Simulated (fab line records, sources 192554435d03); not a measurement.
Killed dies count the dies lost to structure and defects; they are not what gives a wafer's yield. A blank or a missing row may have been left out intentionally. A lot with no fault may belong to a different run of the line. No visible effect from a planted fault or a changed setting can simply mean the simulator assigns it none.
The same fault as seen by 2 desks | flow n5_finfet | numbers are kept per desk, each desk with only its own; the story behind them comes last

== TOOL OWNER'S DESK, pvd_sputter-03 ==
The tool's own readings at N5_MIM_BOT_SPUTTER_00 (material TiN, target thk 35 nm, time 89.7 s): means of the sampled wafers that have a number, for each lot that ran on this tool. Marked OUT: a lot whose mean sits more than 4 standard deviations from the usual mean, which makes it out of limits; the brackets give that distance.
Columns: A = throttle_valve_pct at N5_MIM_BOT_SPUTTER_00, usual 30.2 %
lot  | first seen here | A
L401 | day 13 22:03    | 30.7
L402 | day 14 10:14    | 30.5
L403 | day 14 10:28    | 30.3
L405 | day 14 10:47    | 30.3
L404 | day 14 21:30    | 30.1
L407 | day 16 03:29    | 30.4
This desk's verdict: no lot among the 6 shows anything out of limits.

== METROLOGY DESK ==
Lot by lot, what the gauges showed, no matter which tool ran the lot: averages of those sampled wafers that carry a number. Marked OUT: a lot whose mean sits more than 4 standard deviations from the usual mean, which makes it out of limits; the brackets give that distance. Shown here are 7 of its 10 readings, the ones lying furthest out on some lot.
Columns: A = DIBL_N at N5_BEOL_M4_RC_MEAS_101, usual 35.9 mV/V; B = DIBL_P at N5_BEOL_M4_RC_MEAS_101, usual 36.0 mV/V; C = IOFF_N at N5_BEOL_M4_RC_MEAS_101, usual 0.16 nA/um; D = ION_N at N5_BEOL_M4_RC_MEAS_101, usual 678 uA/um; E = ION_P at N5_BEOL_M4_RC_MEAS_101, usual 464 uA/um; F = SS_N at N5_BEOL_M4_RC_MEAS_101, usual 71.5 mV/dec; G = SS_P at N5_BEOL_M4_RC_MEAS_101, usual 73.2 mV/dec
lot  | first seen here | A    | B    | C    | D   | E   | F    | G
L400 | day 9 16:58     | 35.6 | 36.2 | 0.17 | 689 | 473 | 72.0 | 73.5
L401 | day 10 01:32    | 38.7 | 38.8 | 0.20 | 679 | 457 | 72.0 | 74.3
L402 | day 10 03:59    | 36.0 | 37.6 | 0.17 | 669 | 459 | 71.8 | 73.7
L403 | day 10 10:39    | 35.0 | 35.2 | 0.14 | 669 | 454 | 71.2 | 72.6
L404 | day 10 16:56    | 37.9 | 36.5 | 0.19 | 696 | 470 | 72.0 | 73.0
L405 | day 10 19:24    | 37.4 | 38.6 | 0.18 | 671 | 462 | 71.5 | 73.9
L407 | day 11 21:42    | 35.8 | 37.1 | 0.19 | 686 | 463 | 72.2 | 73.2
L415 | day 13 22:55    | 34.0 | 36.1 | 0.15 | 679 | 470 | 72.1 | 73.5
L416 | day 14 02:04    | 36.0 | 35.2 | 0.15 | 686 | 463 | 71.6 | 73.1
This desk's verdict: no lot among the 9 shows anything out of limits.

== BROUGHT TOGETHER ==
The desk of the tool owner found nothing out of limits.
Nothing out of limits was seen by the metrology desk.

== WHAT THE SIMULATOR HAD INSERTED ==
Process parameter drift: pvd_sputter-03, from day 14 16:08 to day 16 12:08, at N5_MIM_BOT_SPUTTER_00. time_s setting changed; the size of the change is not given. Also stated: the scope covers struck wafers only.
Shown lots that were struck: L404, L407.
